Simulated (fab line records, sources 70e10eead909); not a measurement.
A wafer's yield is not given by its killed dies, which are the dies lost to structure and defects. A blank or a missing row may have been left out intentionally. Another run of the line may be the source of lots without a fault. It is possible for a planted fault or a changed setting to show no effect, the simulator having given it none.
A single fault, viewed from 2 desks	flow nand-harc	every desk sees just its own numbers, and what lay behind them comes last

## THE TOOL OWNER'S DESK: pecvd-onon-03
The tool's own readings at NHARC_A_ONON_D2_DEP_06 (target thk 1000 nm): means of the sampled wafers that have a number, for each lot that ran on this tool. A lot is out of limits, marked OUT, if its mean lies more than 4 standard deviations from the usual mean; the brackets give that distance.
Columns: A = sih4-flow-sccm at NHARC_A_ONON_D2_DEP_06, usual 210.0 sccm
lot	first seen here	A
L847	day 14 04:36	210.3
L849	day 15 14:25	209.8
L850	day 15 20:17	209.7
L860	day 19 07:44	210.0
L863	day 20 21:11	210.1
This desk's finding: nothing out of limits on any of the 5 lots.

## FROM THE METROLOGY DESK
What the gauges read for every lot (on any tool): the sampled wafers with a number, averaged. A lot is out of limits, marked OUT, if its mean lies more than 4 standard deviations from the usual mean; the brackets give that distance.
Columns: A = thk-nm at NHARC_A_ONON_D2_THK_MEAS_05, usual 998 nm; B = thk-nm at NHARC_A_ONON_D2_THK_MEAS_08, usual 999 nm
lot	first seen here	A	B
L843	day 12 17:24	989	985
L844	day 12 19:11	975	1009
L845	day 13 02:14	999	991
L848	day 14 04:16	995	1011
L847	day 14 04:29	998	1003
L849	day 15 14:14	995	866 (-15) OUT
L851	day 15 14:14	1006	1001
L850	day 15 20:14	1015	582 (-48) OUT
L859	day 19 05:07	986	1002
L858	day 19 05:19	995	998
L860	day 19 07:41	996	996
L862	day 20 21:07	994	997
L863	day 20 21:08	999	981
This desk's finding: out of limits on L849, L850; first on L849, day 15 14:49 (thk-nm at NHARC_A_ONON_D2_THK_MEAS_08). L843, L844, L845, L848, L847, L851, L859, L858, L860, L862, L863: within limits.

## ALL TOGETHER
Metrology desk: alarm possible at day 15 14:49 on L849, L850.
Nothing out of limits was seen by the tool owner's desk.
On record at the tool owner's desk: L849, L850, within its limits.
Every lot named ran NHARC_A_ONON_D2_DEP_06 on pecvd-onon-03.

## WHAT THE SIMULATOR PUT IN
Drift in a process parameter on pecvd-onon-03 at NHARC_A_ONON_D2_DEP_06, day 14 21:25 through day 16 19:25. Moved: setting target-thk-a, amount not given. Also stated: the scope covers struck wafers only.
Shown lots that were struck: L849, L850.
Hours from the fault's start to each desk's first reading out of limits: the metrology desk, 17.
